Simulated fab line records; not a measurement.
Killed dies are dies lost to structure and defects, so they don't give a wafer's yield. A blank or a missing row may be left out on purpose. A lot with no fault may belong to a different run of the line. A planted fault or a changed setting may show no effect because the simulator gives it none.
fab line records	flow nandHarc
record: lots: 6	wafers: 18	lastDay: 33
route steps=1302 shown A_DECK1_JOINT@535 A_ONON_D2@545 A_CHANNEL_HOLE_D2@570 END@1302
lots that met no fault: taken from a fault-free run of the same line
startH: hours from the record's opening day to when the first of the lot's shown wafers began	waitH: hours elapsed since this lot's preceding step	" identical to the entry in the row above	L1.1+2: several wafers, shown together as one row	- value missing, or start not given	* or withheld: withheld	< > ~ a bound
route shown NAME@n: names a module that has steps shown in the file, with the first one's number in the route	usual: mean and standard deviation over wafers with no fault	same: alike in all rows	chamber/n: place in a boat	sites: per-site readings	_std_site: standard deviation of those values	_edge_site: inner sites' mean taken away from outer sites' mean	radiusMm: how far each site lies from the wafer's centre	mask NAME#n: copy n	behind: the tool/chamber that last shaped the wafer	hold: the reason the lot was held/the length of the hold in hours/how it ended	device: the n, p or np transistor that did not switch	end of line: the tests these same wafers got at the end of their route	step lacking rows: just its recipe	killed: at the first sort, the dies lost to defects and structure; wafer yield is something else	map: shows each die of a wafer: x if killed, . if not, _ if none is there
set.NAME: the run value of the setting; set.NAME@STEP: its run value at that earlier step	model.NAME: the simulator's own value behind a step, which no gauge read
a table for each step, a row for each wafer; lots at some steps of the route
services: a tool's chamber out of use, with start hour (startH, from the record's first day; less than 0 if before it), hours out, and reason
== steps ==
step: NHARC_A_DECK1_JOINT_CURE_26
recipe: tempC: 150	timeS: 32	pressureAtm: 0.395
step: NHARC_A_DECK1_JOINT_ANNEAL_27
recipe: tempC: 400	timeS: 3600	idleTempC: 300	rampUpCPerMin: 10	densificationPH2oTorr: 640
step: NHARC_A_DECK1_JOINT_ANNEAL_28
recipe: tempC: 500	timeS: 1800	idleTempC: 400	rampUpCPerMin: 10	densificationPH2oTorr: 640
step: NHARC_A_DECK1_JOINT_ANNEAL_29
recipe: tempC: 750	timeS: 1800	idleTempC: 500	rampUpCPerMin: 10	rampDownCPerMin: 3
step: NHARC_A_DECK1_JOINT_CMP_02
recipe: material: SiOx
usual: motorCurrentA: 11.3/0.99
lot.wafer	tool	chamber	startH	waitH	motorCurrentA
L259.2	cmp-04	2	321.39	0.4	12.3
L259.4	"	3	"	"	10.6
L259.1	"	0	"	"	9.5
L265.1	cmp-01	1	378.20	0.4	12.1
L265.5	"	1	"	"	12.0
L265.6	"	2	"	"	11.1
L267.1	cmp-04	0	391.07	0.4	9.7
L267.3	"	2	"	"	12.5
L267.6	"	0	"	"	9.7
L272.3	cmp-02	2	464.68	0.4	11.6
L272.4	"	0	"	"	10.8
L272.6	"	2	"	"	12.2
L273.2	cmp-04	0	464.68	0.4	10.5
L273.1	"	1	"	"	11.7
L273.4	"	3	"	"	10.2
L277.2	cmp-01	0	494.08	0.4	12.0
L277.3	"	2	"	"	11.0
L277.6	"	1	"	"	12.4
step: NHARC_A_DECK1_JOINT_SRD_15
step: NHARC_A_DECK1_JOINT_DEP_16
recipe: targetThkA: 450	tempC: 400	pressureTorr: 6.5	rfW: 900	teosFlowSccm: 161.4	flowSccm: 2650	targetThkNm: 45	gas: O2	material: SiO2
usual: heaterPowerW: 559/110	rfFwdPowerW: 895.9/2.8	throttleValvePct: 16.1/0.47
lot.wafer	tool	chamber	startH	waitH	heaterPowerW	rfFwdPowerW	throttleValvePct
L259.2	pecvd-02	0	321.88	0.2	463	896.4	16.4
L259.1	"	1	"	"	640	895.3	15.3
L259.4	"	1	"	"	627	898.5	15.4
L265.1	pecvd-04	0	378.62	0.1	586	899.2	15.5
L265.5	"	2	"	"	590	892.0	16.7
L265.6	"	0	"	"	594	896.3	15.6
L267.3	pecvd-02	1	391.44	0.1	660	897.0	15.7
L267.1	"	2	"	"	588	897.2	16.2
L267.6	"	1	"	"	676	895.9	15.6
L272.4	pecvd-02	1	465.15	0.2	656	901.3	15.7
L272.3	"	0	"	"	372	896.1	15.8
L272.6	"	1	"	"	656	897.5	15.7
L273.1	pecvd-01	2	465.29	0.3	336	896.5	16.1
L273.2	"	0	"	"	674	892.3	17.0
L273.4	"	2	"	"	346	894.4	16.1
L277.3	pecvd-02	2	494.49	0.1	561	899.2	16.1
L277.2	"	0	"	"	485	899.7	15.8
L277.6	"	1	"	"	658	897.2	15.8
step: NHARC_A_DECK1_JOINT_THK_MEAS_17
recipe: thkMeasGauge: ellipsometry
usual: thkNm: 44.9/1.1
lot.wafer	tool	chamber	startH	waitH	thkNm
L259.1	filmMetro-01	-	322.13	0.2	44.8
L259.2	"	-	"	"	44.0
L259.4	"	-	"	"	43.1
L265.1	filmMetro-01	-	378.87	0.2	42.3
L265.5	"	-	"	"	45.1
L265.6	"	-	"	"	44.8
L267.1	filmMetro-02	-	391.72	0.2	45.1
L267.3	"	-	"	"	43.4
L267.6	"	-	"	"	44.1
L272.3	filmMetro-02	-	465.43	0.2	44.5
L272.4	"	-	"	"	45.2
L272.6	"	-	"	"	45.3
L273.1	filmMetro-01	-	465.54	0.2	43.8
L273.2	"	-	"	"	43.3
L273.4	"	-	"	"	45.3
L277.2	filmMetro-01	-	494.77	0.2	44.7
L277.3	"	-	"	"	44.3
L277.6	"	-	"	"	46.3
step: NHARC_A_DECK1_JOINT_INSPECT_05
usual: rawDefectCount: 301/100
lot.wafer	tool	chamber	startH	waitH	rawDefectCount
L259.1	defectInspect-02	-	322.16	0.0	363
L259.2	"	-	"	"	215
L259.4	"	-	"	"	381
L265.1	defectInspect-02	-	378.91	0.0	359
L265.5	"	-	"	"	560
L265.6	"	-	"	"	483
L267.1	defectInspect-01	-	391.75	0.0	727
L267.3	"	-	"	"	289
L267.6	"	-	"	"	397
L272.3	defectInspect-02	-	465.47	0.0	554
L272.4	"	-	"	"	298
L272.6	"	-	"	"	204
L273.1	defectInspect-02	-	465.58	0.0	298
L273.2	"	-	"	"	273
L273.4	"	-	"	"	311
L277.2	defectInspect-02	-	494.81	0.0	372
L277.3	"	-	"	"	176
L277.6	"	-	"	"	426
step: NHARC_A_ONON_D2_DEP_00
recipe: targetThkA: 10000	n2FlowSccm: 2750	n2oFlowSccm: 2000	nh3FlowSccm: 500	sih4FlowSccm: 210	tempC: 400
step: NHARC_A_ONON_D2_THK_MEAS_02
recipe: thkMeasGauge: ellipsometry
usual: thkNm: 998/11
lot.wafer	tool	chamber	startH	waitH	thkNm
L259.1	filmMetro-02	-	322.73	-	1001
L259.2	"	-	"	"	1001
L259.4	"	-	"	"	1004
L265.1	filmMetro-01	-	379.49	-	990
L265.5	"	-	"	"	991
L265.6	"	-	"	"	994
L267.1	filmMetro-01	-	392.32	-	1001
L267.3	"	-	"	"	1003
L267.6	"	-	"	"	1003
L272.3	filmMetro-01	-	466.05	-	1005
L272.4	"	-	"	"	1002
L272.6	"	-	"	"	1005
L273.1	filmMetro-02	-	466.15	-	1015
L273.2	"	-	"	"	1017
L273.4	"	-	"	"	1015
L277.2	filmMetro-02	-	495.38	-	1003
L277.3	"	-	"	"	1004
L277.6	"	-	"	"	1002
step: NHARC_A_ONON_D2_DEP_03
recipe: targetThkA: 10000	n2FlowSccm: 2750	n2oFlowSccm: 2000	nh3FlowSccm: 500	sih4FlowSccm: 210	tempC: 400
lot.wafer	tool	chamber	startH	waitH
L259.1+2+4	pecvdOnon-03	0	322.79	0.1
L265.1+5+6	pecvdOnon-01	0	379.54	0.1
L267.1+3+6	pecvdOnon-01	0	392.38	0.1
L273.1+2+4	pecvdOnon-03	0	466.21	0.1
L272.3+4+6	pecvdOnon-01	0	466.22	0.2
L277.2+3+6	pecvdOnon-03	0	495.50	0.1
step: NHARC_A_ONON_D2_THK_MEAS_05
recipe: thkMeasGauge: ellipsometry
usual: thkNm: 998/7.9
lot.wafer	tool	chamber	startH	waitH	thkNm
L259.1	filmMetro-01	-	323.30	-	1002
L259.2	"	-	"	"	1002
L259.4	"	-	"	"	1004
L265.1	filmMetro-01	-	380.05	-	996
L265.5	"	-	"	"	996
L265.6	"	-	"	"	996
L267.1	filmMetro-02	-	392.89	-	994
L267.3	"	-	"	"	994
L267.6	"	-	"	"	997
L272.3	filmMetro-02	-	466.62	-	976
L272.4	"	-	"	"	977
L272.6	"	-	"	"	976
L273.1	filmMetro-01	-	466.72	-	1006
L273.2	"	-	"	"	1006
L273.4	"	-	"	"	1007
L277.2	filmMetro-01	-	495.94	-	1012
L277.3	"	-	"	"	1011
L277.6	"	-	"	"	1011
step: NHARC_A_ONON_D2_DEP_06
recipe: targetThkA: 10000	n2FlowSccm: 2750	n2oFlowSccm: 2000	nh3FlowSccm: 500	sih4FlowSccm: 210	tempC: 400
step: NHARC_A_ONON_D2_THK_MEAS_08
recipe: thkMeasGauge: ellipsometry
usual: thkNm: 998/11
lot.wafer	tool	chamber	startH	waitH	thkNm
L259.1	filmMetro-01	-	324.04	-	1004
L259.2	"	-	"	"	1005
L259.4	"	-	"	"	1004
L265.1	filmMetro-01	-	380.62	-	992
L265.5	"	-	"	"	992
L265.6	"	-	"	"	991
L267.1	filmMetro-01	-	393.45	-	990
L267.3	"	-	"	"	988
L267.6	"	-	"	"	986
L272.3	filmMetro-01	-	467.18	-	981
L272.4	"	-	"	"	981
L272.6	"	-	"	"	981
L273.1	filmMetro-01	-	467.29	-	993
L273.2	"	-	"	"	993
L273.4	"	-	"	"	992
L277.2	filmMetro-02	-	496.51	-	1018
L277.3	"	-	"	"	1018
L277.6	"	-	"	"	1018
step: NHARC_A_ONON_D2_DEP_09
recipe: targetThkA: 10000	n2FlowSccm: 2750	n2oFlowSccm: 2000	nh3FlowSccm: 500	sih4FlowSccm: 210	tempC: 400
step: NHARC_A_ONON_D2_THK_MEAS_11
recipe: thkMeasGauge: ellipsometry
usual: thkNm: 999/8.4
lot.wafer	tool	chamber	startH	waitH	thkNm
L259.1	filmMetro-02	-	324.60	-	998
L259.2	"	-	"	"	997
L259.4	"	-	"	"	999
L265.1	filmMetro-01	-	381.19	-	996
L265.5	"	-	"	"	998
L265.6	"	-	"	"	997
L267.1	filmMetro-02	-	394.02	-	1011
L267.3	"	-	"	"	1012
L267.6	"	-	"	"	1011
L272.3	filmMetro-02	-	467.74	-	993
L272.4	"	-	"	"	993
L272.6	"	-	"	"	992
L273.1	filmMetro-01	-	467.85	-	1001
L273.2	"	-	"	"	1002
L273.4	"	-	"	"	1003
L277.2	filmMetro-02	-	497.08	-	1002
L277.3	"	-	"	"	1002
L277.6	"	-	"	"	1002
step: NHARC_A_ONON_D2_DEP_12
recipe: targetThkA: 10000	n2FlowSccm: 2750	n2oFlowSccm: 2000	nh3FlowSccm: 500	sih4FlowSccm: 210	tempC: 400
step: NHARC_A_ONON_D2_THK_MEAS_14
recipe: thkMeasGauge: ellipsometry
usual: thkNm: 999/8.2
lot.wafer	tool	chamber	startH	waitH	thkNm
L259.1	filmMetro-02	-	325.29	-	997
L259.2	"	-	"	"	994
L259.4	"	-	"	"	996
L265.1	filmMetro-01	-	381.76	-	992
L265.5	"	-	"	"	994
L265.6	"	-	"	"	994
L267.1	filmMetro-02	-	394.58	-	998
L267.3	"	-	"	"	998
L267.6	"	-	"	"	997
L272.3	filmMetro-01	-	468.31	-	984
L272.4	"	-	"	"	984
L272.6	"	-	"	"	983
L273.1	filmMetro-01	-	468.42	-	988
L273.2	"	-	"	"	988
L273.4	"	-	"	"	991
L277.2	filmMetro-01	-	497.65	-	994
L277.3	"	-	"	"	993
L277.6	"	-	"	"	994
step: NHARC_A_ONON_D2_ANNEAL_15
recipe: tempC: 750	timeS: 3600
step: NHARC_A_ONON_D2_DEP_16
recipe: targetThkA: 10000	n2FlowSccm: 2750	n2oFlowSccm: 2000	nh3FlowSccm: 500	sih4FlowSccm: 210	tempC: 400
step: NHARC_A_ONON_D2_THK_MEAS_18
recipe: thkMeasGauge: ellipsometry
usual: thkNm: 999/8.9
lot.wafer	tool	chamber	startH	waitH	thkNm
L259.1	filmMetro-01	-	334.37	-	988
L259.2	"	-	"	"	989
L259.4	"	-	"	"	988
L265.1	filmMetro-01	-	389.11	-	1010
L265.5	"	-	"	"	1012
L265.6	"	-	"	"	1011
L267.1	filmMetro-02	-	399.35	-	989
L267.3	"	-	"	"	991
L267.6	"	-	"	"	991
L273.1	filmMetro-01	-	475.73	-	984
L273.2	"	-	"	"	983
L273.4	"	-	"	"	984
L272.3	filmMetro-02	-	475.73	-	1009
L272.4	"	-	"	"	1009
L272.6	"	-	"	"	1009
L277.2	filmMetro-01	-	505.82	-	995
L277.3	"	-	"	"	996
L277.6	"	-	"	"	996
step: NHARC_A_ONON_D2_DEP_19
recipe: targetThkA: 10000	n2FlowSccm: 2750	n2oFlowSccm: 2000	nh3FlowSccm: 500	sih4FlowSccm: 210	tempC: 400
step: NHARC_A_ONON_D2_THK_MEAS_21
recipe: thkMeasGauge: ellipsometry
usual: thkNm: 999/11
lot.wafer	tool	chamber	startH	waitH	thkNm
L259.1	filmMetro-02	-	334.94	-	1008
L259.2	"	-	"	"	1009
L259.4	"	-	"	"	1006
L265.1	filmMetro-01	-	389.67	-	977
L265.5	"	-	"	"	975
L265.6	"	-	"	"	975
L267.1	filmMetro-02	-	399.92	-	994
L267.3	"	-	"	"	996
L267.6	"	-	"	"	995
L273.1	filmMetro-01	-	476.30	-	990
L273.2	"	-	"	"	992
L273.4	"	-	"	"	991
L272.3	filmMetro-02	-	476.30	-	1013
L272.4	"	-	"	"	1012
L272.6	"	-	"	"	1014
L277.2	filmMetro-02	-	506.38	-	995
L277.3	"	-	"	"	995
L277.6	"	-	"	"	994
step: NHARC_A_ONON_D2_DEP_22
recipe: targetThkA: 10000	n2FlowSccm: 2750	n2oFlowSccm: 2000	nh3FlowSccm: 500	sih4FlowSccm: 210	tempC: 400
step: NHARC_A_ONON_D2_THK_MEAS_24
recipe: thkMeasGauge: ellipsometry
usual: thkNm: 1000/10
lot.wafer	tool	chamber	startH	waitH	thkNm
L259.1	filmMetro-02	-	335.50	-	1010
L259.2	"	-	"	"	1011
L259.4	"	-	"	"	1010
L265.1	filmMetro-01	-	390.24	-	1019
L265.5	"	-	"	"	1019
L265.6	"	-	"	"	1018
L267.1	filmMetro-01	-	400.48	-	988
L267.3	"	-	"	"	989
L267.6	"	-	"	"	987
L273.1	filmMetro-02	-	476.86	-	1000
L273.2	"	-	"	"	998
L273.4	"	-	"	"	1000
L272.3	filmMetro-02	-	476.87	-	1022
L272.4	"	-	"	"	1022
L272.6	"	-	"	"	1023
L277.2	filmMetro-02	-	506.95	-	1012
L277.3	"	-	"	"	1012
L277.6	"	-	"	"	1012
step: NHARC_A_ONON_D2_DEP_25
recipe: targetThkA: 10000	n2FlowSccm: 2750	n2oFlowSccm: 2000	nh3FlowSccm: 500	sih4FlowSccm: 210	tempC: 400
step: NHARC_A_ONON_D2_THK_MEAS_27
recipe: thkMeasGauge: ellipsometry
usual: thkNm: 1000/9.6
lot.wafer	tool	chamber	startH	waitH	thkNm
L259.1	filmMetro-01	-	336.06	-	998
L259.2	"	-	"	"	998
L259.4	"	-	"	"	998
L265.1	filmMetro-02	-	390.81	-	980
L265.5	"	-	"	"	982
L265.6	"	-	"	"	983
L267.1	filmMetro-01	-	401.05	-	1002
L267.3	"	-	"	"	998
L267.6	"	-	"	"	1001
L273.1	filmMetro-01	-	477.43	-	1011
L273.2	"	-	"	"	1010
L273.4	"	-	"	"	1012
L272.3	filmMetro-02	-	477.44	-	1028
L272.4	"	-	"	"	1028
L272.6	"	-	"	"	1031
L277.2	filmMetro-02	-	507.51	-	1001
L277.3	"	-	"	"	1002
L277.6	"	-	"	"	1000
step: NHARC_A_ONON_D2_DEP_28
recipe: targetThkA: 10000	n2FlowSccm: 2750	n2oFlowSccm: 2000	nh3FlowSccm: 500	sih4FlowSccm: 210	tempC: 400
step: NHARC_A_ONON_D2_THK_MEAS_30
recipe: thkMeasGauge: ellipsometry
usual: thkNm: 1001/8
lot.wafer	tool	chamber	startH	waitH	thkNm
L259.1	filmMetro-02	-	336.63	-	1015
L259.2	"	-	"	"	1013
L259.4	"	-	"	"	1013
L265.1	filmMetro-01	-	391.38	-	1004
L265.5	"	-	"	"	1000
L265.6	"	-	"	"	1001
L267.1	filmMetro-01	-	401.61	-	995
L267.3	"	-	"	"	997
L267.6	"	-	"	"	996
L273.1	filmMetro-01	-	478.00	-	999
L273.2	"	-	"	"	999
L273.4	"	-	"	"	1000
L272.3	filmMetro-02	-	478.00	-	1007
L272.4	"	-	"	"	1008
L272.6	"	-	"	"	1007
L277.2	filmMetro-01	-	508.08	-	999
L277.3	"	-	"	"	999
L277.6	"	-	"	"	999
step: NHARC_A_ONON_D2_DEP_33
recipe: targetThkA: 2000	tempC: 400	pressureTorr: 6.5	rfW: 900	teosFlowSccm: 161.4	flowSccm: 2650	targetThkNm: 200	gas: O2	material: SiO2
usual: heaterPowerW: 544/120	rfFwdPowerW: 898.3/2.7	throttleValvePct: 16.2/0.41
lot.wafer	tool	chamber	startH	waitH	heaterPowerW	rfFwdPowerW	throttleValvePct
L259.2	pecvd-03	2	336.72	0.1	642	901.0	16.6
L259.1	"	1	"	"	610	900.1	16.4
L259.4	"	2	"	"	660	898.8	16.8
L265.1	pecvd-03	0	391.53	0.1	343	897.7	16.2
L265.6	"	1	"	"	466	897.5	16.2
L265.5	"	0	"	"	363	896.6	16.1
L267.3	pecvd-04	0	401.71	0.1	582	892.6	15.5
L267.1	"	1	"	"	581	897.4	16.8
L267.6	"	2	"	"	578	894.0	16.7
L273.1	pecvd-03	0	478.07	0.1	370	900.0	16.0
L273.2	"	2	"	"	554	897.3	16.2
L273.4	"	0	"	"	371	900.9	16.3
L272.3	pecvd-04	1	478.15	0.1	648	894.1	16.4
L272.4	"	0	"	"	468	894.7	15.2
L272.6	"	1	"	"	676	896.3	16.4
L277.3	pecvd-03	0	508.14	0.1	335	898.6	16.4
L277.2	"	1	"	"	579	895.5	16.4
L277.6	"	0	"	"	346	897.9	16.2
step: NHARC_A_ONON_D2_THK_MEAS_34
recipe: thkMeasGauge: ellipsometry
usual: thkNm: 199.1/2.5
lot.wafer	tool	chamber	startH	waitH	thkNm
L259.1	filmMetro-02	-	337.13	-	202.0
L259.2	"	-	"	"	198.6
L259.4	"	-	"	"	197.7
L265.1	filmMetro-02	-	391.85	-	199.9
L265.5	"	-	"	"	204.7
L265.6	"	-	"	"	198.1
L267.1	filmMetro-02	-	402.08	-	198.2
L267.3	"	-	"	"	200.1
L267.6	"	-	"	"	198.0
L272.3	filmMetro-02	-	478.47	-	197.0
L272.4	"	-	"	"	200.1
L272.6	"	-	"	"	202.8
L273.1	filmMetro-01	-	478.48	-	198.3
L273.2	"	-	"	"	195.8
L273.4	"	-	"	"	202.5
L277.2	filmMetro-02	-	508.55	-	198.1
L277.3	"	-	"	"	200.1
L277.6	"	-	"	"	202.8
step: NHARC_A_CHANNEL_HOLE_D2_DEP_00
recipe: targetThkA: 31000	tempC: 400	material: aC
usual: throttleValvePct: 34.999/0.0092
lot.wafer	tool	chamber	startH	waitH	hold	throttleValvePct
L259.1	aclDep-01	0	338.85	1.6	-	34.997
L259.2	"	0	"	"	-	35.003
L259.4	"	0	"	"	-	34.998
L265.1	aclDep-01	0	394.60	2.5	awaitDispo/2.5h/release	35.020
L265.5	"	0	395.87	3.8	awaitDispo/2.5h/release	34.984
L265.6	"	0	"	"	awaitDispo/2.5h/release	35.005
L267.1	aclDep-02	0	405.08	2.8	awaitDispo/2.7h/release	34.983
L267.3	"	0	"	"	awaitDispo/2.7h/release	35.011
L267.6	"	0	"	"	awaitDispo/2.7h/release	35.000
L272.3	aclDep-02	0	482.59	4.0	-	34.997
L272.4	"	0	"	"	-	34.997
L272.6	"	0	"	"	-	35.002
L273.1	aclDep-01	0	483.73	5.2	-	35.000
L273.2	"	0	"	"	-	34.996
L273.4	"	0	"	"	-	34.993
L277.2	aclDep-03	0	509.02	0.4	-	34.997
L277.3	"	0	"	"	-	35.011
L277.6	"	0	"	"	-	34.983
step: NHARC_END_SORT_01
recipe: tempC: 25
usual: killedAtArray: 62/15	killedAtOther: 0.8/1	killedAtPeriphery: 3.7/2.6	killedDies: 66/15	killedOpen: 3.1/1.8	killedShort: 2.6/1.7
same: grossDies: 677
lot.wafer	tool	chamber	startH	waitH	killedAtArray	killedAtOther	killedAtPeriphery	killedDies	killedOpen	killedShort
L267.1	prober-02	0	674.60	2.5	150	0	1	151	3	4
L267.3	prober-02	0	676.18	3.1	145	0	5	150	5	2
L267.6	prober-02	0	678.56	4.0	138	0	1	139	4	0
L265.1	prober-01	0	682.31	2.5	111	0	3	114	2	1
L265.5	prober-01	0	685.52	3.7	122	0	2	124	3	3
L265.6	prober-01	0	686.33	4.0	134	0	1	135	7	1
killed by level:class
L267.1 A_ONON_D2:unspecified=51 A_SLIT:chamberFilmFlake=29 A_CHANNEL_HOLE_D1:chamberFilmFlake=28 A_CHANNEL_HOLE_D2:chamberFilmFlake=27 A_STAIRCASE:chamberFilmFlake=5 A_ONON_D1:geometricParticle:open=2 A_CHANNEL_FILL_D1:chamberFilmFlake=2 A_SOURCE_PLATE:geometricParticle:short=1
L267.3 A_ONON_D2:unspecified=55 A_SLIT:chamberFilmFlake=32 A_CHANNEL_HOLE_D1:chamberFilmFlake=29 A_CHANNEL_HOLE_D2:chamberFilmFlake=20 A_DECK1_JOINT:chamberFilmFlake=3 P_M0:geometricParticle:short=2 A_CONTACT:chamberFilmFlake=2 P_STI:geometricParticle:open=1
L267.6 A_ONON_D2:unspecified=57 A_SLIT:chamberFilmFlake=31 A_CHANNEL_HOLE_D1:chamberFilmFlake=23 A_CHANNEL_HOLE_D2:chamberFilmFlake=21 P_M0:geometricParticle:open=1 A_SOURCE_PLATE:geometricParticle:open=1 A_CHANNEL_HOLE_D2:geometricParticle:open=1 A_WL_FILL:geometricParticle:open=1
L265.1 A_ONON_D2:unspecified=56 A_CHANNEL_HOLE_D1:chamberFilmFlake=23 A_CHANNEL_HOLE_D2:chamberFilmFlake=16 A_CONTACT:chamberFilmFlake=5 A_SLIT:chamberFilmFlake=3 A_WL_FILL:chamberFilmFlake=2 A_STAIRCASE:chamberFilmFlake=2 P_CONTACT:geometricParticle:open=1
L265.5 A_ONON_D2:unspecified=57 A_CHANNEL_HOLE_D1:chamberFilmFlake=25 A_CHANNEL_HOLE_D2:chamberFilmFlake=15 A_M1:chamberFilmFlake=5 A_CHANNEL_FILL_D1:chamberFilmFlake=4 A_WL_FILL:chamberFilmFlake=4 A_CONTACT:chamberFilmFlake=3 A_ONON_D1:geometricParticle:open=1
L265.6 A_ONON_D2:unspecified=58 A_CHANNEL_HOLE_D1:chamberFilmFlake=39 A_CHANNEL_HOLE_D2:chamberFilmFlake=19 A_CONTACT:chamberFilmFlake=9 A_BLC:geometricParticle:open=2 A_ONON_D1:geometricParticle:open=1 A_CHANNEL_FILL_D1:geometricParticle:open=1 A_DECK1_JOINT:geometricParticle:open=1
map L265.6 (x killed, . not)
____________.____________
_________......._________
_______..........._______
______.............______
_____..............._____
____.................____
____...x.............____
___...................___
___.xxxx..............___
__.x.xxx...............__
__...xx................__
_...xxxxxx.............x_
_..xxxxxx..............._
_.x.xxxxx..............._
_..xxxxx................_
_.x.x.x..........x......_
....x.xx.......x.........
.....x..........x..x.....
.........................
...x..x......x..x.x......
.xxxx...............x....
_xxxxxx............x...._
_xxxxx.x........x.x....._
_xxxxx.......x.........._
_xxxxxx........x..x....._
_xxxxxx...........x....._
__xxxx.x........xx.....__
__xxxxxx........xx....x__
___xxxx.x......xxxx...___
___xxx.x.......x..x...___
____xx.........x.xx..____
____x.x.........xx.x.____
_____x..........x..._____
______.............______
_______..........._______
_________......._________
____________.____________
map L267.1 (x killed, . not)
____________.____________
_________......._________
_______..........._______
______.............______
_____..............._____
____.................____
____.................____
___.x.................___
___.x.x.......x.......___
__....x................__
__..xx.x...............__
_..xxx.................._
_.xxxxxx.........x......_
_x...x.xxx.............._
_..xx.xx........x......._
_..xx.x.............x..._
......x..x............x..
................xxxxxxx.x
..............xx..xxxxxx.
...x..............xx.x...
x.x..x............x.x.x..
_.x...............x.x.x._
_xxxx.x...........x.x..._
_xxxxxx................._
_xxxxx.x.....x.x..x.x.x._
_xxxxxx.........x.x....._
__xxxx.x.........x.....__
__xxxx.........xxxx....__
___xxxx........xxx.x.x___
___xxxxx.......xxxxx..___
____xxx..x.....xxxx..____
____xx.x...x..x..xxx.____
_____.............xx_____
______.........x.x.______
_______..........x_______
_________......._________
____________.____________
== services ==
tool	chamber	startH	hours	kind
pecvd-04	-	302.30	1.9	repair
cmp-04	-	308.51	4.0	pm
pecvd-04	-	315.63	1.8	repair
pecvd-03	-	334.73	0.5	repair
pecvd-04	-	337.61	0.6	repair
cmp-04	-	364.39	1.3	repair
pecvd-03	-	366.56	13.0	pm
aclDep-01	-	371.35	13.0	pm
pecvd-04	-	371.44	1.2	repair
cmp-04	-	375.25	4.9	repair
cmp-01	-	381.52	4.0	pm
cmp-04	-	406.51	4.0	pm
pecvdOnon-03	-	408.35	13.0	pm
pecvd-02	-	409.01	13.0	pm
pecvd-03	-	419.24	0.4	repair
cmp-04	-	419.44	0.5	repair
aclDep-02	-	429.53	13.0	pm
pecvdOnon-03	-	434.40	10.0	repair
cmp-01	-	434.98	1.7	repair
pecvdOnon-01	-	450.00	13.0	pm
pecvd-04	-	457.10	13.0	pm
pecvd-02	2	464.17	6.2	repair
cmp-04	-	504.51	4.0	pm
pecvd-02	0	510.27	3.6	repair
== key ==
firstSign: step: NHARC_END_SORT_01	reading: killedAtArray	direction: up	sigmas: 4.7	usual: 62	struck: 133
effect: step: NHARC_END_SORT_01	reading: killedDies	direction: up	sigmas: 4.5	usual: 66	struck: 136
moreKillsBornAt: NHARC_A_ONON_D2_DEP_03@pecvdOnon-01: 334
metAt NHARC_A_ONON_D2_DEP_03
struckWafers L265.1,L265.5,L265.6,L267.1,L267.3,L267.6
testerLeftOut L265,L267
fault: kind: chamberParticleSource	tool: pecvdOnon-01	chamber: -	onsetH: 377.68	steps: NHARC_A_ONON_D2_DEP_03	ratePerVisitCm2: 0.79094	endH: 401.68
testerLeftOut: of these lots the tester's yield and bins aren't shown, on N5 and GAA mostly nor the transistor test; their killed dies are dies lost to structure and defects alone, not to doping, threshold or leakage, so they don't give the yield
